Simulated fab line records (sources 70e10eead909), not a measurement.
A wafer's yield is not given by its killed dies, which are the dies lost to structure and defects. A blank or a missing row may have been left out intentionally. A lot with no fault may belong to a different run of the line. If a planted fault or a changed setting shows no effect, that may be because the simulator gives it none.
A struck lot beside a sound one    flow nand harc    15 out of 1159 route steps
Sound: wafers L675.1, L675.2, L675.4. Wafers L686.1, L686.3, L686.4 were the ones struck. The cause is named last.
At each step with rows: each side's tool, then ch and its chambers, then its first start. Under that, the readings that differ: sound wafers    struck wafers    difference of the means    sigmas: that difference in standard deviations of wafers without a fault.
alike: a reading whose means differ by less than 2 such deviations, as well as words and numbers matching on both sides. not compared: withheld readings; readings where some wafer has no value; bounds like >300 that might hide an equal value; numbers whose values overlap and for which the record gives no deviation.
Wherever a step has rows on one side only, a row that says differs or no value, or a row with sigmas, the two part there. Non-overlapping numbers with no deviation appear without sigmas and do not part them. A reading that every wafer of one side lacks parts them only if that side has two wafers or more.

first, 7 steps without rows for these wafers: NHARC_A_BONDPAD_COAT_33 (time 65 s); NHARC_A_BONDPAD_COAT_03 (resist thk 600 nm); NHARC_A_BONDPAD_SOFTBAKE_04 (time 70 s); NHARC_A_BONDPAD_EBR_05; NHARC_A_BONDPAD_EXPOSE_06 (exposes mask A BPAD); NHARC_A_BONDPAD_PEB_07 (peb time 80 s); NHARC_A_BONDPAD_DEVELOP_08 (time 50 s).
NHARC_A_BONDPAD_CD_MEAS_09: the cd target is 500 nm.
  sound on cd sem-01 ch 0, day 20 23:15; struck on cd sem-02 ch 0, day 22 23:04
  alike: cd nm
NHARC_A_BONDPAD_OVL_MEAS_35:
  sound: overlay-01 at day 20 23:20; struck: overlay-02 at day 22 23:09
  alike: overlay x nm, overlay y nm
then, 1 step without rows for these wafers: NHARC_A_BONDPAD_HARDBAKE_10 (time 65 s).
NHARC_A_BONDPAD_DESCUM_11: chemistry O2, time 3 s.
  sound on rie diel-09 ch 1,2,3, day 20 23:28; struck on rie diel-09 ch 0,1,3, day 22 23:17
reading                 sound  struck  difference  sigmas
rf hours counter h (h)  2 1 1  3 3 3   +2          
  alike: drypump motor current A, oes product au, rf vpp V, showerhead plenum p Torr, throttle valve pct
NHARC_A_BONDPAD_ETCH_34: etches the open film in N2/H2, target depth 60 nm, overetch 18 nm, time 65.91 s.
  sound on rie diel-09 ch 0,1,3, day 20 23:34; struck on rie diel-09 ch 1,2,3, day 22 23:22
reading                 sound  struck  difference  sigmas
rf hours counter h (h)  2 1 2  3 3 3   +1          
  alike: drypump motor current A, oes product au, rf vpp V, run length s, showerhead plenum p Torr, throttle valve pct
NHARC_A_BONDPAD_ETCH_12: etches the open film in CHF3/O2, target depth 220 nm, time 110 s.
  sound on rie diel-09 ch 0,1,2, day 20 23:40; struck on rie diel-09 ch 0,1,3, day 22 23:28
reading                 sound              struck             difference  sigmas
rf hours counter h (h)  2 1 1              3 3 3              +2          
run length s (s)        131.7 130.6 131.3  126.5 126.6 126.5  -4.7        -10
  alike: drypump motor current A, oes product au, rf vpp V, showerhead plenum p Torr, throttle valve pct
NHARC_A_BONDPAD_CD_MEAS_13:
  sound: cd sem-01 at day 20 23:48; struck: cd sem-02 at day 22 23:35
  alike: cd nm
NHARC_END_SORT_01:
  sound on prober-02 ch 0, day 22 06:04; struck on prober-02 ch 0, day 24 12:10
  alike: defect limited yield, killed at array, killed at other, killed at periphery, killed dies, killed open, killed short, sort_bin_2_pct, sort_bin_3_pct, sort_bin_4_pct, sort n pass, sort rim yield pct, sort yield pct

WHERE THEY PART
At NHARC_A_BONDPAD_ETCH_12 and nowhere else, as far as this record goes. Later steps at which nothing parts them and some readings are alike: NHARC_A_BONDPAD_CD_MEAS_13, NHARC_END_SORT_01.

WHY: what the simulator had put in
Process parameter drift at NHARC_A_BONDPAD_ETCH_12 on rie diel-09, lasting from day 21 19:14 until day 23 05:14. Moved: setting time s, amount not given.
